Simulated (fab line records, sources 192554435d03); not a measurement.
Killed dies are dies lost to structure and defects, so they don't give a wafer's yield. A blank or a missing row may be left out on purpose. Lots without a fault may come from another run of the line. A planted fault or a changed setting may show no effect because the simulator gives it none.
Which tool did it? | flow n5_finfet | 10 lots, 30 wafers sampled, at 5 steps of a route of 1938

WHAT THE GAUGES READ, wafer by wafer
N5_BEOL_M6_INSPECT_30: inspects for defects (brightfield). Usual: raw_defect_count 422, standard deviation 110.
lot  | measured     | on                | raw_defect_count | flag
L747 | day 9 15:57  | defect_inspect-01 | 446 316 433      |
L751 | day 10 09:56 | defect_inspect-02 | 582 458 490      |
L750 | day 10 22:34 | defect_inspect-01 | 402 439 370      |
L753 | day 11 21:20 | defect_inspect-01 | 538 468 1452     | OFF
L757 | day 13 04:17 | defect_inspect-01 | 1525 409 471     | OFF
L760 | day 13 04:27 | defect_inspect-02 | 662 484 503      |
L763 | day 14 08:01 | defect_inspect-01 | 364 311 373      |
L767 | day 14 19:15 | defect_inspect-02 | 308 470 403      |
L768 | day 15 17:26 | defect_inspect-01 | 471 371 452      |
L769 | day 15 21:41 | defect_inspect-02 | 319 634 429      |

N5_BEOL_M6_OCD_MEAS_38. Usual: trench_depth_nm 94.4 nm, standard deviation 1.4.
lot  | measured     | on     | trench_depth_nm (nm) | flag
L747 | day 9 16:25  | ocd-02 | 95.5 93.6 95.0       |
L751 | day 10 11:03 | ocd-02 | 96.4 94.3 96.8       |
L750 | day 10 23:10 | ocd-02 | 94.4 92.8 93.2       |
L753 | day 11 22:13 | ocd-01 | 96.0 95.5 93.2       |
L757 | day 13 04:45 | ocd-02 | 92.7 93.0 96.2       |
L760 | day 13 05:16 | ocd-02 | 94.8 93.3 95.9       |
L763 | day 14 08:28 | ocd-02 | 95.0 95.1 94.3       |
L767 | day 14 20:04 | ocd-01 | 94.6 95.9 93.9       |
L768 | day 15 17:54 | ocd-02 | 92.9 95.7 92.9       |
L769 | day 15 22:26 | ocd-01 | 93.5 93.3 93.0       |

WHICH TOOL RAN EACH LOT (tool, then ch and the chambers of the sampled wafers, then the start)
lot  | N5_BEOL_M6_ETCH_62                 | N5_BEOL_M6_STRIP_67                | N5_BEOL_M6_STRIP_36
L747 | rie_diel-05 ch 0,2,3, day 9 13:10  | rie_diel-05 ch 0,2,3, day 9 13:19  | rie_diel-04 ch 0,2,3, day 9 16:13
L751 | rie_diel-02 ch 0,2, day 10 07:13   | rie_diel-02 ch 0,2, day 10 07:21   | rie_diel-04 ch 0,1,3, day 10 10:52
L750 | rie_diel-02 ch 0,1, day 10 18:24   | rie_diel-02 ch 0,1, day 10 18:32   | rie_diel-05 ch 0,1,2, day 10 22:58
L753 | rie_diel-02 ch 0,2,3, day 11 19:40 | rie_diel-02 ch 0,2,3, day 11 19:49 | rie_diel-04 ch 0,1,2, day 11 22:01
L757 | rie_diel-02 ch 2,3, day 12 23:42   | rie_diel-02 ch 2,3, day 12 23:51   | rie_diel-02 ch 1,2,3, day 13 04:33
L760 | rie_diel-04 ch 0,2, day 13 00:03   | rie_diel-04 ch 0,2, day 13 00:11   | rie_diel-05 ch 0,2,3, day 13 05:04
L763 | rie_diel-05 ch 1,2, day 14 06:45   | rie_diel-05 ch 1,2, day 14 06:54   | rie_diel-02 ch 0,2, day 14 08:17
L767 | rie_diel-05 ch 1,2,3, day 14 18:01 | rie_diel-05 ch 1,2,3, day 14 18:10 | rie_diel-04 ch 0,2, day 14 19:53
L768 | rie_diel-02 ch 1,2,3, day 15 15:27 | rie_diel-02 ch 1,2,3, day 15 15:36 | rie_diel-02 ch 1,2,3, day 15 17:43
L769 | rie_diel-02 ch 0,1,2, day 15 19:08 | rie_diel-02 ch 0,1,2, day 15 19:17 | rie_diel-05 ch 1,2, day 15 22:15
- N5_BEOL_M6_ETCH_62: etches SOC in N2/H2, target depth 110 nm, overetch 22 nm, time 165 s.
- N5_BEOL_M6_STRIP_67: strips in CF4.
- N5_BEOL_M6_STRIP_36: strips in N2/H2.

WHAT THE TOOLS THEMSELVES READ (means of the sampled wafers that have a number; where no wafer has one, the mark that the record gives instead)
N5_BEOL_M6_ETCH_62. Usual: drypump_motor_current_A 5.8 A, standard deviation 0.39; oes_product_au 0.67 a.u., standard deviation 0.063; rf_vpp_V 525 V, standard deviation 3.3; showerhead_plenum_p_Torr 2.57 Torr, standard deviation 0.12; throttle_valve_pct 17.77 %, standard deviation 0.14.
lot  | tool        | drypump_motor_current_A (A) | oes_product_au (a.u.) | rf_vpp_V (V) | showerhead_plenum_p_Torr (Torr) | throttle_valve_pct (%) | flag
L747 | rie_diel-05 | 5.9                         | 0.67                  | 527          | 2.65                            | 17.80                  |
L751 | rie_diel-02 | 5.7                         | 0.75                  | 526          | 2.63                            | 17.62                  |
L750 | rie_diel-02 | 5.4                         | 0.68                  | 527          | 2.68                            | 17.68                  |
L753 | rie_diel-02 | 5.9                         | 0.69                  | 525          | 2.61                            | 17.70                  |
L757 | rie_diel-02 | 6.2                         | 0.71                  | 524          | 2.53                            | 17.74                  |
L760 | rie_diel-04 | 6.2                         | 0.69                  | 524          | 2.53                            | 17.89                  |
L763 | rie_diel-05 | 5.5                         | 0.64                  | 521          | 2.45                            | 17.95                  |
L767 | rie_diel-05 | 5.8                         | 0.69                  | 523          | 2.54                            | 17.85                  |
L768 | rie_diel-02 | 5.9                         | 0.66                  | 525          | 2.58                            | 17.80                  |
L769 | rie_diel-02 | 5.7                         | 0.68                  | 526          | 2.60                            | 17.74                  |

N5_BEOL_M6_STRIP_67. Usual: cf4_flow_sccm 150.1 sccm, standard deviation 0.47; drypump_motor_current_A 5.8 A, standard deviation 0.39; oes_product_au 0.80 a.u., standard deviation 0.074; rf_vpp_V 271.4 V, standard deviation 1.9; showerhead_plenum_p_Torr 1.81 Torr, standard deviation 0.076; throttle_valve_pct 13.52 %, standard deviation 0.17.
lot  | tool        | cf4_flow_sccm (sccm) | drypump_motor_current_A (A) | oes_product_au (a.u.) | rf_vpp_V (V) | showerhead_plenum_p_Torr (Torr) | throttle_valve_pct (%) | flag
L747 | rie_diel-05 | 149.9                | 5.9                         | 0.79                  | 272.9        | 1.86                            | 13.57                  |
L751 | rie_diel-02 | 149.4                | 5.7                         | 0.88                  | 272.7        | 1.85                            | 13.26                  |
L750 | rie_diel-02 | 150.3                | 5.4                         | 0.81                  | 272.5        | 1.89                            | 13.46                  |
L753 | rie_diel-02 | 150.8                | 5.9                         | 0.82                  | 271.9        | 1.83                            | 13.38                  |
L757 | rie_diel-02 | 150.2                | 6.2                         | 0.84                  | 272.0        | 1.79                            | 13.40                  |
L760 | rie_diel-04 | 151.0                | 6.2                         | 0.82                  | 271.6        | 1.80                            | 13.66                  |
L763 | rie_diel-05 | 150.0                | 5.5                         | 0.77                  | 269.4        | 1.74                            | 13.71                  |
L767 | rie_diel-05 | 149.9                | 5.8                         | 0.80                  | 269.8        | 1.79                            | 13.56                  |
L768 | rie_diel-02 | 150.1                | 5.9                         | 0.78                  | 271.5        | 1.82                            | 13.56                  |
L769 | rie_diel-02 | 150.2                | 5.7                         | 0.80                  | 271.8        | 1.83                            | 13.45                  |

N5_BEOL_M6_STRIP_36. Usual: drypump_motor_current_A 5.9 A, standard deviation 0.36; oes_product_au 0.80 a.u., standard deviation 0.081; rf_vpp_V 59.4 V, standard deviation 1.5; showerhead_plenum_p_Torr 2.57 Torr, standard deviation 0.12; throttle_valve_pct 23.60 %, standard deviation 0.17.
lot  | tool        | drypump_motor_current_A (A) | oes_product_au (a.u.) | rf_vpp_V (V) | showerhead_plenum_p_Torr (Torr) | throttle_valve_pct (%) | flag
L747 | rie_diel-04 | 6.2                         | 0.82                  | 58.8         | 2.55                            | 23.65                  |
L751 | rie_diel-04 | 6.2                         | 0.77                  | 60.4         | 2.53                            | 23.48                  |
L750 | rie_diel-05 | 5.6                         | 0.79                  | 60.3         | 2.55                            | 23.59                  |
L753 | rie_diel-04 | 6.2                         | 0.79                  | 59.1         | 2.51                            | 23.60                  |
L757 | rie_diel-02 | 5.9                         | 0.79                  | 60.6         | 2.59                            | 23.62                  |
L760 | rie_diel-05 | 5.9                         | 0.83                  | 59.8         | 2.64                            | 23.53                  |
L763 | rie_diel-02 | 6.0                         | 0.87                  | 59.2         | 2.55                            | 23.64                  |
L767 | rie_diel-04 | 6.3                         | 0.81                  | 59.6         | 2.59                            | 23.65                  |
L768 | rie_diel-02 | 5.9                         | 0.79                  | 58.2         | 2.58                            | 23.64                  |
L769 | rie_diel-05 | 5.7                         | 0.78                  | 59.0         | 2.56                            | 23.66                  |

THE ANSWER, worked out from the rows above alone
Rule: a lot is off if the mean of its wafers that have a number lies more than 3 standard deviations from the usual mean. A lot without any number at a reading at which 4 lots or more have one is off too. The other lots that the step has rows for count as sound. The gauges are gone through in route order, then the tools' own readings, and for those a lot's mean is taken as printed above. The first step at which some lot is off is used, and at that step the reading that is off furthest; a lot without a number counts as furthest.
Off: L753, L757, at N5_BEOL_M6_INSPECT_30 (raw_defect_count).
A tool fits if, at a process step before that reading, it ran every lot that is off, and no sound lot after the first of them. The gauges at N5_BEOL_M6_INSPECT_30 are tried like those tools. None of those tried fits.

WHAT THE SIMULATOR HAD PUT IN
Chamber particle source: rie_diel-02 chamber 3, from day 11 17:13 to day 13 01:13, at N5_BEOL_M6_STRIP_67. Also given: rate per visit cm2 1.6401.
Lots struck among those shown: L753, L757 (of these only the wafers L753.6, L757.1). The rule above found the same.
